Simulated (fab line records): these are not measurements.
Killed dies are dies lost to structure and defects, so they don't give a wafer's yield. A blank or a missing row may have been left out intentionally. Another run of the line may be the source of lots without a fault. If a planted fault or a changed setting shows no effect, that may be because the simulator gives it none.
fab line records	flow nandHarc
record: lots: 6	wafers: 17	lastDay: 25
route steps=1159 shown A_BONDPAD@1074 HYBRID_BOND@1094 END@1159
lots untouched by any fault: they come from a run of this same line in which no faults occurred
startH: start of the lot's first displayed wafer, in hours after the record's first day	waitH: hours from the lot's prior step to this one	" as in the row above	L1.1+2: a row that stands for several wafers	- either no value or no given start	* or withheld: withheld	< > ~ a bound
route shown NAME@n: a module of which the file shows steps, and the number in the route of the first	usual: mean/standard deviation taken from wafers without a fault	same: alike in all rows	chamber/n: place in a boat	sites: per-site readings	_std_site: standard deviation of those values	_edge_site: inner sites' mean taken away from outer sites' mean	radiusMm: for every site, how far away it sits from the centre of the wafer	mask NAME#n: copy n	behind: tool/chamber where the wafer was last shaped	hold: cause of the lot's hold/its duration in hours/its outcome	device: transistor that didn't switch, given as n, p or np	end of line: tests of these same wafers at the route's end	a step with no rows: only its recipe	killed: not the wafer's yield, but the dies lost to structure and defects at the first sort	map: shows each die of a wafer: x if killed, . if not, _ if none is there
set.NAME: the run value of the setting; set.NAME@STEP: its run value at that earlier step	model.NAME: the simulator's own value behind a step, which no gauge read
a table for each step, a row for each wafer; lots at some steps of the route
services: when a tool's chamber went out of use (startH, in hours from the record's first day, below 0 if earlier), for how many hours, and the reason
== steps ==
step: NHARC_A_BONDPAD_HARDBAKE_10
recipe: tempC: 118	timeS: 65
step: NHARC_A_BONDPAD_DESCUM_11
recipe: timeS: 3	o2FlowSccm: 200	arFlowSccm: 0	biasPowerW: 0	chemistry: O2
step: NHARC_A_BONDPAD_ETCH_34
recipe: targetDepthA: 600	overetchA: 180	timeS: 65.91	ionEnergyEv: 200	n2FlowSccm: 150	h2FlowSccm: 150	arFlowSccm: 0	rfW: 400	biasW: 150	chemistry: N2/H2
step: NHARC_A_BONDPAD_ETCH_12
recipe: targetDepthA: 2200	timeS: 110	chf3FlowSccm: 50	o2FlowSccm: 10	arFlowSccm: 200	rfW: 500	biasW: 200	chemistry: CHF3/O2
step: NHARC_A_BONDPAD_CD_MEAS_13
usual: cdNm: 499.2/2.1
lot.wafer	tool	chamber	startH	waitH	cdNm
L304.2	cdSem-01	-	413.96	-	500.7
L304.3	"	-	"	"	500.9
L304.6	"	-	"	"	498.8
L309.2	cdSem-03	-	450.59	-	500.3
L309.5	"	-	"	"	498.6
L309.6	"	-	"	"	498.0
L310.3	cdSem-03	-	474.74	-	500.8
L310.5	"	-	"	"	500.2
L310.6	"	-	"	"	499.0
L320.3	cdSem-01	-	518.82	-	503.0
L320.5	"	-	"	"	501.3
L323.3	cdSem-01	-	540.45	-	498.7
L323.5	"	-	"	"	500.3
L323.6	"	-	"	"	498.8
L325.2	cdSem-03	-	551.18	-	496.3
L325.4	"	-	"	"	500.7
L325.5	"	-	"	"	496.0
step: NHARC_A_BONDPAD_STRIP_15
recipe: o2FlowSccm: 500	arFlowSccm: 0	biasW: 0	chemistry: O2
step: NHARC_A_BONDPAD_ETCH_24
recipe: targetDepthA: 300	overEtchFrac: 0.3	timeS: 72.99	ionEnergyEv: 150	cf4FlowSccm: 50	n2FlowSccm: 100	arFlowSccm: 150	rfW: 300	biasW: 100	chemistry: CF4/N2
usual: cf4FlowSccm: 49.98/0.16	drypumpMotorCurrentA: 5.7/0.67	n2FlowSccm: 100.0/0.31	oesProductAu: 0.996/0.0099	rfVppV: 315.0/1.9	showerheadPlenumPTorr: 2.68/0.096	throttleValvePct: 19.794/0.0092
lot.wafer	tool	chamber	startH	waitH	cf4FlowSccm	drypumpMotorCurrentA	n2FlowSccm	oesProductAu	rfHoursCounterH	rfVppV	showerheadPlenumPTorr	throttleValvePct
L304.2	rieDiel-06	2	-	-	50.05	6.4	100.0	0.994	62	315.4	2.66	19.785
L304.3	"	0	"	"	49.88	5.9	100.1	0.997	64	315.5	2.66	19.802
L304.6	"	3	"	"	49.94	6.3	99.8	1.010	-	310.0	2.43	19.798
L309.2	rieDiel-03	0	-	-	50.00	6.5	100.1	0.982	2	316.9	2.77	19.805
L309.6	"	1	"	"	49.85	4.9	99.9	0.982	-	316.5	2.72	19.783
L309.5	"	2	"	"	50.09	5.1	100.1	0.995	-	313.6	2.55	19.796
L310.3	rieDiel-06	1	-	-	49.94	6.6	100.3	1.013	22	315.9	2.71	19.795
L310.5	"	2	"	"	49.83	6.4	100.5	1.004	-	313.7	2.65	19.792
L310.6	"	3	"	"	49.98	6.3	99.7	1.006	-	318.0	2.83	19.790
L320.3	rieDiel-03	0	-	-	50.11	6.5	99.8	0.981	4	317.5	2.76	19.799
L320.5	"	1	"	"	49.79	4.9	99.6	0.980	-	315.3	2.71	19.776
L323.3	rieDiel-03	0	-	-	49.94	6.5	100.3	0.992	5	316.6	2.76	19.794
L323.5	"	0	"	"	49.86	6.6	100.5	0.991	-	317.0	2.76	19.801
L323.6	"	1	"	"	49.82	4.8	100.4	0.994	-	315.1	2.71	19.784
L325.4	rieDiel-06	2	-	-	50.07	6.4	99.8	0.992	43	313.0	2.64	19.802
L325.2	"	0	"	"	49.84	5.9	100.0	1.000	50	313.3	2.64	19.783
L325.5	"	2	"	"	50.06	6.4	99.9	0.993	-	312.7	2.64	19.792
step: NHARC_A_BONDPAD_STRIP_16
recipe: timeS: 600	tempC: 30	chemistry: postEtchResidueRemover
step: NHARC_A_BONDPAD_DEGAS_25
recipe: tempC: 300	timeS: 60
usual: heaterPowerW: 459/49
lot.wafer	tool	chamber	startH	waitH	heaterPowerW
L304.3	pvdSputter-02	-	414.58	-	478
L304.2	"	-	"	"	433
L304.6	"	-	"	"	471
L309.2	pvdSputter-03	-	451.23	-	494
L309.6	"	-	"	"	462
L309.5	"	-	"	"	357
L310.3	pvdSputter-02	-	475.42	-	503
L310.5	"	-	"	"	460
L310.6	"	-	"	"	431
L320.3	pvdSputter-02	-	519.46	-	441
L320.5	"	-	"	"	509
L323.3	pvdSputter-01	-	541.09	-	504
L323.6	"	-	"	"	536
L323.5	"	-	"	"	461
L325.4	pvdSputter-02	-	551.81	-	506
L325.2	"	-	"	"	461
L325.5	"	-	"	"	424
step: NHARC_A_BONDPAD_PRE_CLEAN_26
recipe: timeS: 30	tempC: 280	gas: H2/He
usual: heaterPowerW: 401/45
lot.wafer	tool	chamber	startH	waitH	heaterPowerW
L304.3	pvdSputter-02	-	-	-	381
L304.2	"	-	"	"	450
L304.6	"	-	"	"	376
L309.2	pvdSputter-03	-	-	-	406
L309.5	"	-	"	"	386
L309.6	"	-	"	"	416
L310.3	pvdSputter-02	-	-	-	405
L310.6	"	-	"	"	368
L310.5	"	-	"	"	407
L320.3	pvdSputter-02	-	-	-	385
L320.5	"	-	"	"	408
L323.3	pvdSputter-01	-	-	-	458
L323.6	"	-	"	"	481
L323.5	"	-	"	"	458
L325.2	pvdSputter-02	-	-	-	454
L325.4	"	-	"	"	367
L325.5	"	-	"	"	374
step: NHARC_A_BONDPAD_PVD_17
recipe: targetThkA: 50	biasV: 168.6	powerW: 15000	chamberPressurePa: 0.12	timeS: 8.06	substrateTempC: 50	material: TaN
step: NHARC_A_BONDPAD_PVD_27
recipe: targetThkA: 300	chamberPressurePa: 5	powerW: 5000	substrateTempC: 30	timeS: 20.49	material: Cu
step: NHARC_A_BONDPAD_ECD_18
recipe: targetThkA: 4000	bathTempC: 25	material: Cu
lot.wafer	tool	chamber	startH	waitH
L304.2+3+6	ecdCu-02	1,0,1	414.99	-
L309.2+6+5	ecdCu-02	0,1,0	451.63	-
L310.3+5+6	ecdCu-01	0,1,0	476.72	-
L320.3+5	ecdCu-01	0	519.92	-
L323.3+6+5	ecdCu-01	0,1,0	541.60	-
L325.2+4+5	ecdCu-02	1,1,0	552.17	-
step: NHARC_A_BONDPAD_ANNEAL_28
recipe: tempC: 225	timeS: 90
usual: wafer_temp_C_max: 225.92/0.27
lot.wafer	tool	chamber	startH	waitH	wafer_temp_C_max
L304.2	rtpAnneal-02	0	415.37	0.3	225.79
L304.3	"	0	"	"	225.71
L304.6	"	0	"	"	225.63
L309.2	rtpAnneal-01	0	452.01	-	226.15
L309.5	"	0	"	"	225.86
L309.6	"	0	"	"	226.04
L310.3	rtpAnneal-02	0	477.05	-	225.98
L310.5	"	0	"	"	225.91
L310.6	"	0	"	"	225.87
L320.3	rtpAnneal-01	0	520.31	0.3	226.43
L320.5	"	0	"	"	226.09
L323.3	rtpAnneal-02	0	541.96	-	225.61
L323.5	"	0	"	"	225.56
L323.6	"	0	"	"	225.96
L325.2	rtpAnneal-02	0	552.59	-	225.83
L325.4	"	0	"	"	225.92
L325.5	"	0	"	"	225.77
step: NHARC_A_BONDPAD_CMP_19
recipe: tOverpolishS: 30	cuRecessTouchS: 16	targetThkNm: 169.8
step: NHARC_A_BONDPAD_THK_MEAS_20
recipe: thkMeasGauge: xrf
usual: thkNm: 169.4/1.4
lot.wafer	tool	chamber	startH	waitH	thkNm
L304.2	filmMetro-01	-	416.00	-	169.9
L304.3	"	-	"	"	169.4
L304.6	"	-	"	"	168.3
L309.2	filmMetro-02	-	452.63	-	167.8
L309.5	"	-	"	"	170.1
L309.6	"	-	"	"	166.6
L310.3	filmMetro-02	-	477.62	-	171.5
L310.5	"	-	"	"	168.8
L310.6	"	-	"	"	168.8
L320.3	filmMetro-01	-	520.88	-	169.9
L320.5	"	-	"	"	168.2
L323.3	filmMetro-02	-	542.52	-	171.4
L323.5	"	-	"	"	171.8
L323.6	"	-	"	"	171.5
L325.2	filmMetro-01	-	553.21	-	170.6
L325.4	"	-	"	"	166.8
L325.5	"	-	"	"	169.7
step: NHARC_A_BONDPAD_SRD_21
recipe: timeS: 30	tempC: 23	dryTimeS: 20	spinRpm: 1500
step: NHARC_HYBRID_BOND_ACTIVATE_00
recipe: timeS: 60	n2FlowSccm: 200	arFlowSccm: 0	biasPowerW: 0	chemistry: N2
usual: drypumpMotorCurrentA: 5.9/0.4	n2FlowSccm: 200.1/0.6	oesProductAu: 0.999/0.0084	rfVppV: 64.0/0.94	showerheadPlenumPTorr: 1.76/0.095
lot.wafer	tool	chamber	startH	waitH	hold	drypumpMotorCurrentA	n2FlowSccm	oesProductAu	rfHoursCounterH	rfVppV	showerheadPlenumPTorr
L304.2	rieDiel-08	3	416.28	0.1	-	6.5	199.9	0.999	11	62.5	1.72
L304.3	"	1	"	"	-	5.9	199.9	1.001	12	64.3	1.80
L304.6	"	3	"	"	-	6.5	200.1	0.998	-	62.6	1.72
L309.2	rieDiel-08	2	452.89	0.1	-	5.9	200.5	0.987	14	62.4	1.64
L309.5	"	2	"	"	-	5.9	201.4	0.977	-	64.6	1.64
L309.6	"	3	"	"	-	6.5	201.2	1.003	-	65.1	1.72
L310.3	rieDiel-08	1	477.92	0.1	-	5.9	200.6	0.999	15	64.6	1.80
L310.6	"	2	"	"	-	5.9	200.4	0.989	-	63.7	1.64
L310.5	"	3	"	"	-	6.5	200.9	1.009	-	64.0	1.72
L320.3	rieDiel-08	3	525.05	3.8	awaitDispo/3.7h/release	6.5	200.9	1.007	4	66.2	1.72
L320.5	"	0	"	"	awaitDispo/3.7h/release	5.4	200.1	1.000	-	64.2	1.89
L323.3	rieDiel-08	0	546.45	3.5	awaitDispo/3.4h/release	5.4	199.7	1.004	6	64.5	1.89
L323.5	"	0	"	"	awaitDispo/3.4h/release	5.4	200.0	1.002	-	63.3	1.89
L323.6	"	1	"	"	awaitDispo/3.4h/release	5.9	200.8	0.998	-	64.2	1.80
L325.2	rieDiel-08	2	553.50	0.1	-	6.0	200.7	0.987	8	63.0	1.64
L325.4	"	3	"	"	-	6.5	200.3	1.000	8	63.9	1.72
L325.5	"	0	"	"	-	5.3	199.4	1.007	-	65.5	1.89
step: NHARC_END_SORT_01
recipe: tempC: 25
usual: defectLimitedYield: 95.6/1.6	killedAtArray: 26/11	killedAtOther: 0.4/0.78	killedAtPeriphery: 3.4/2.4	killedDies: 29/11	killedOpen: 3.1/1.9	killedShort: 1.9/1.4	sort_bin_2_pct: 1.3/0.63	sort_bin_3_pct: 0.20/0.18	sort_bin_4_pct: 2.8/1.1	sortNPass: 648/11	sortRimYieldPct: 95/3.4	sortYieldPct: 95.6/1.6
same: grossDies: 677	sort_bin_5_pct[%]: 0	sort_bin_6_pct[%]: 0	sort_bin_7_pct[%]: 0	sort_bin_8_pct[%]: 0	sortRimNGross: 106.00
lot.wafer	tool	chamber	startH	waitH	defectLimitedYield[%]	killedAtArray	killedAtOther	killedAtPeriphery	killedDies	killedOpen	killedShort	sort_bin_2_pct[%]	sort_bin_3_pct[%]	sort_bin_4_pct[%]	sortNPass	sortRimYieldPct[%]	sortYieldPct[%]
L320.3	prober-01	0	592.89	3.1	21.7	528	0	2	530	2	0	35.6	6.79	35.9	147	25	21.7
L320.5	prober-01	0	594.49	3.7	22.0	528	0	0	528	0	0	33.5	7.09	37.4	149	23	22.0
L323.3	prober-02	0	604.30	3.1	22.0	524	1	3	528	1	0	36.6	5.91	35.5	149	22	22.0
L323.5	prober-02	0	605.89	3.7	19.9	539	0	3	542	3	1	36.3	6.94	36.8	135	22	19.9
killed by level:class
L320.3 A_BONDPAD:unspecified=519 A_CHANNEL_HOLE_D1:chamberFilmFlake=4 A_CONTACT:chamberFilmFlake=4 P_GATE:geometricParticle:open=1 A_CHANNEL_FILL_D1:geometricParticle:open=1 P_M2:chamberFilmFlake=1
L320.5 A_BONDPAD:unspecified=522 A_CONTACT:chamberFilmFlake=4 A_CHANNEL_HOLE_D1:chamberFilmFlake=2
L323.3 A_BONDPAD:unspecified=511 A_CHANNEL_HOLE_D1:chamberFilmFlake=4 A_SLIT:chamberFilmFlake=4 P_BONDPAD:chamberFilmFlake=2 A_CONTACT:chamberFilmFlake=2 P_GATE:geometricParticle:open=1 A_STAIRCASE:chamberFilmFlake=1 A_WL_FILL:chamberFilmFlake=1
L323.5 A_BONDPAD:unspecified=517 A_SLIT:chamberFilmFlake=12 A_CHANNEL_HOLE_D1:chamberFilmFlake=8 P_GATE:geometricParticle:open=1 P_M0:geometricParticle:short=1 A_WL_FILL:geometricParticle:open=1 A_BLC:geometricParticle:open=1 P_GATE:chamberFilmFlake=1
map L320.3 (x killed, . not)
____________x____________
_________xxx...x_________
_______.xxxxxxx.xx_______
______xxxxx.xxxxxx.______
_____xxxxxxxx..x..x._____
____xxx.xxx..xx.xxxx.____
____xx.xx..xxxxxxxxxx____
___xxxx..xx.xxx.xxx.xx___
___xx.x.xxxxxxxxx.xxxx___
__xxxxxxxxxxx.xxxxxxxxx__
__x.xxxxxxxx.xxxxxxx...__
_xx..xxxxxxxxxx.xxx..xxx_
_.xxxxx.xxxxxxx.x..x.xxx_
_xxxxxx.x..xxx.xxxxxxxxx_
_...xx.xxxxx.x..xxxx...x_
_xxxxxxxxxx.xxxxxxx.x.xx_
.xxx.xxxxxx..xx.xxxxxxxxx
xxx.xxxxx.x.xx.xxxx.xxxxx
x.x.xxx.xxxxxxx.xxxxxxxxx
.xx.x.x.xxxxxxxxxxxxxx.xx
xxxxxx.xx...xxxxxxxxx.xxx
_xx...xxxxx.xx.xxx.xxxx._
_.xx.xxxx.xxxx...xxxx.xx_
_x.xxxxxxx...xxxxxxxxx.._
_x.xxxxxx.x.xx..xxxx...._
_x.xxxxxxxxxxxxxxxxxxxxx_
__xxxxxxx.x.xxxx.xxxxxx__
__.xx.xx.xxxxxxxxxxxxxx__
___xxx.xxxxxxxxxx.xxxx___
___xxxxx.xxxxxxx.x.x.x___
____x.xxxxx.....xxxx.____
____xxxxxxxxxxxx....x____
_____xx.xxx.xxxxxxxx_____
______xxxxxxxxxxx.x______
_______x.xxxxx.x.x_______
_________x.x.xxx_________
____________x____________
map L323.5 (x killed, . not)
____________.____________
_________xx.xxxx_________
_______x.xx.x.x.x._______
______xxxxxxxxxx.xx______
_____xxx.xxxxxxxxxx._____
____xxxxxxx..xxxx.xxx____
____xxxx.x..xxxx..xxx____
___xxxxxxxx.x.xxxxxxxx___
___x.xxxxxx.xxxxxxxxxx___
__xxxxxxxxxx.xx..x.xxxx__
__xxxxxxxxx.xxxxxxxxxxx__
_x..xxxxxxxxx.xx..xxxx.x_
_x.xx..xxxx.x.x.xxxxxxx._
_xxxxxxxxxxxx.xxxx.xxxxx_
_xxx.xxx.xxx...x...xxxxx_
_xxxxxxxxxxxxxxxxx.xxxxx_
..xx.xxxxxxxxxxx..xxx.xxx
.....x.xxxxx..xxxxxx.xxxx
xxxx..xxxxx.xxxxxx.xxx.xx
xxxxxx.xx.xxxxx.xxxxxxxxx
xxxxx.xxxxxxxxx.xxxxxxxxx
_x.x.x.xx...xxxxxxxxxx.._
_x.x.x..xxxxxxxxxxxxxxxx_
_xxx.xxxxxxxx.xxxxxxxxx._
_xxx.xxxxxxxxxxxxxx.x.xx_
_.xxx..xxx.xxxxxxxxxx..x_
__x.xxxxx.xxxxxxxxxx...__
__x.xxxx.xxx.x.x.xx..xx__
___....xxxxxxxxxxxxx.x___
___xxx.x.xxxxxxxxx.xxx___
____xxxxx.xxxxxxxxxx.____
____.xxx.xxxxx.xxxxxx____
_____.xxx.xxxx.x.x.x_____
______xxxx.xxxxx.xx______
_______xxxxxx.xxxx_______
_________.xx.xxx_________
____________x____________
== services ==
tool	chamber	startH	hours	kind
pvdSputter-02	-	392.00	10.0	pm
rieDiel-03	-	392.30	9.0	pm
rieDiel-03	-	404.87	1.6	repair
pvdSputter-01	-	408.67	0.8	repair
ecdCu-01	-	415.00	0.5	repair
rieDiel-06	-	418.27	9.0	pm
pvdSputter-01	-	432.53	90.5	repair
ecdCu-01	-	448.00	8.0	pm
rieDiel-08	1	456.44	8.4	repair
ecdCu-01	-	460.48	16.0	repair
rieDiel-03	-	467.76	0.7	repair
rieDiel-03	0	468.93	12.0	repair
rieDiel-03	3	472.55	14.5	repair
ecdCu-02	-	473.61	7.0	repair
rieDiel-08	-	478.84	9.0	pm
rieDiel-03	-	478.87	0.9	repair
ecdCu-02	-	483.02	7.0	repair
pvdSputter-03	-	496.82	10.0	pm
rieDiel-08	-	500.71	0.4	repair
ecdCu-01	-	504.15	2.2	repair
rieDiel-08	1	509.17	7.4	repair
pvdSputter-02	-	522.09	1.1	repair
pvdSputter-01	-	523.04	10.0	pm
ecdCu-02	-	532.62	8.0	pm
== key ==
firstSign: step: NHARC_END_SORT_01	reading: killedAtArray	direction: up	sigmas: 48	usual: 26	struck: 530
effect: step: NHARC_END_SORT_01	reading: killedDies	direction: up	sigmas: 46	usual: 29	struck: 532
moreKillsBornAt: NHARC_A_BONDPAD_ECD_18@ecdCu-01: 2069
metAt NHARC_A_BONDPAD_ECD_18
struckWafers L320.3,L320.5,L323.3,L323.5
onsetBetween 476.72 519.92
fault: kind: chamberParticleSource	tool: ecdCu-01	chamber: 0	onsetH: 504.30	steps: NHARC_A_BONDPAD_ECD_18	ratePerVisitCm2: 1.6376	endH: 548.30
